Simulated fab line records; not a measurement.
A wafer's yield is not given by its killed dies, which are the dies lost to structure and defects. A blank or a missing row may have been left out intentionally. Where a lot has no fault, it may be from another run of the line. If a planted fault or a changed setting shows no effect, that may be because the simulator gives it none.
Lot-split experiment    flow n5 finfet    21 wafers read across 7 lots, on a route 1938 steps long

## THE SPLIT
At N5_BEOL_M0_SAQP_PECVD_04 (deposits a-Si from SiH4/He, target thk 60 nm, time 60.2 s), the setting time s was moved away from the recipe's 60.2 s on 4 of the 21 wafers read, by -7.1% to +14.5%. All remaining wafers had this setting at the recipe value.

Reading taken at the split's own step.

## THE READING
a-Si_of_BEOL_M0_SAQP_PECVD_04.thk nm (the simulator's own value, which no gauge read), in nm, at N5_BEOL_M0_SAQP_PECVD_04 (deposits a-Si from SiH4/He, target thk 60 nm, time 60.2 s). The file gives no usual value for it. The 17 wafers here that ran the recipe average 59.9 nm, standard deviation 0.62 nm.

wafer   tool, chamber at the split  time s as run, s  against the recipe  a-Si_of_BEOL_M0_SAQP_PECVD_04.thk nm, nm  against lot-mates on the recipe
L076.1  pecvd-03, 2                 60.2              recipe              59.6                                      -
L076.4  pecvd-03, 1                 60.2              recipe              59.8                                      -
L076.5  pecvd-03, 2                 60.2              recipe              60.2                                      -
L075.2  pecvd-04, 0                 68.9              +14.5%              68.2                                      +7.7
L075.3  pecvd-04, 1                 60.2              recipe              60                                        -
L075.4  pecvd-04, 1                 60.2              recipe              61                                        -
L078.1  pecvd-04, 1                 60.2              recipe              59.4                                      -
L078.4  pecvd-04, 1                 60.2              recipe              61                                        -
L078.6  pecvd-04, 2                 60.2              recipe              60.4                                      -
L084.1  pecvd-04, 1                 55.91             -7.1%               55.6                                      -4.0
L084.2  pecvd-04, 0                 55.91             -7.1%               55                                        -4.6
L084.5  pecvd-04, 1                 60.2              recipe              59.6                                      -
L090.1  pecvd-04, 0                 60.2              recipe              59.2                                      -
L090.2  pecvd-04, 2                 60.2              recipe              59.6                                      -
L090.4  pecvd-04, 0                 60.2              recipe              60.4                                      -
L094.1  pecvd-02, 0                 60.2              recipe              59.2                                      -
L094.3  pecvd-02, 1                 60.2              recipe              59.4                                      -
L094.5  pecvd-02, 1                 60.2              recipe              58.8                                      -
L095.1  pecvd-04, 2                 60.2              recipe              59.6                                      -
L095.2  pecvd-04, 1                 65.03             +8.0%               65                                        +4.9
L095.6  pecvd-04, 2                 60.2              recipe              60.6                                      -

THE FIT
A straight line over all 21 wafers: a-Si_of_BEOL_M0_SAQP_PECVD_04.thk nm changes by +0.605 nm for each +1% of time s; r = +0.97; the points scatter about the line by 0.61 nm.
The same after taking each lot's own level away (the mean of its wafers on the recipe; 21 wafers): +0.566 nm for each +1%; r = +0.98; scatter 0.46 nm.
Per that fit: largest time s move, reading shift of 8.2 nm.
The lots' own levels span 59.13 to 60.50 nm, that is 2.2 times the standard deviation above.
The two slopes are in agreement: the lot-to-lot level therefore moves the slope only a little.
Check: +8.77 nm against its lot-mates is what the line predicts for one of the wafers moved furthest among these (+14.5%) when that wafer is left out of the fit. It came out at +7.7 nm against them.

## THESE WAFERS: OTHER SPLITS
Note: prior to the reading, these wafers also went through further splits. Each is held against what the fit with the lots' levels taken away leaves over:
other split on the same wafers      wafers away from the commonest value  r with a-Si_of_BEOL_M0_SAQP_PECVD_04.thk nm (lot level and that fit taken away)
N5_SD_EPI_P_PEB_07 peb time s       8                                     +0.18
N5_SD_EPI_P_ETCH_16 target depth a  7                                     -0.06
N5_SDB_COAT_05 spin rpm             4                                     +0.26
N5_HKMG_FIN_COAT_30 spin rpm        5                                     -0.03

## THE WHOLE CHAIN: every reading that the file lists as answering this split, in the file's order
step                         what it does                                               reading                                                                                change (the file's fit)                r (the file's)
N5_BEOL_M0_SAQP_PECVD_04     deposits a-Si from SiH4/He, target thk 60 nm, time 60.2 s  a-Si_of_BEOL_M0_SAQP_PECVD_04.thk nm (the simulator's own value, which no gauge read)  +0.559 nm for each +1% of the setting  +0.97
N5_BEOL_M0_SAQP_THK_MEAS_05                                                             thk nm                                                                                 withheld for each +1% of the setting   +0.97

## THE FILE'S OWN FIT
a-Si_of_BEOL_M0_SAQP_PECVD_04.thk nm changes by +0.559 nm for each +1% of time s, r = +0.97.
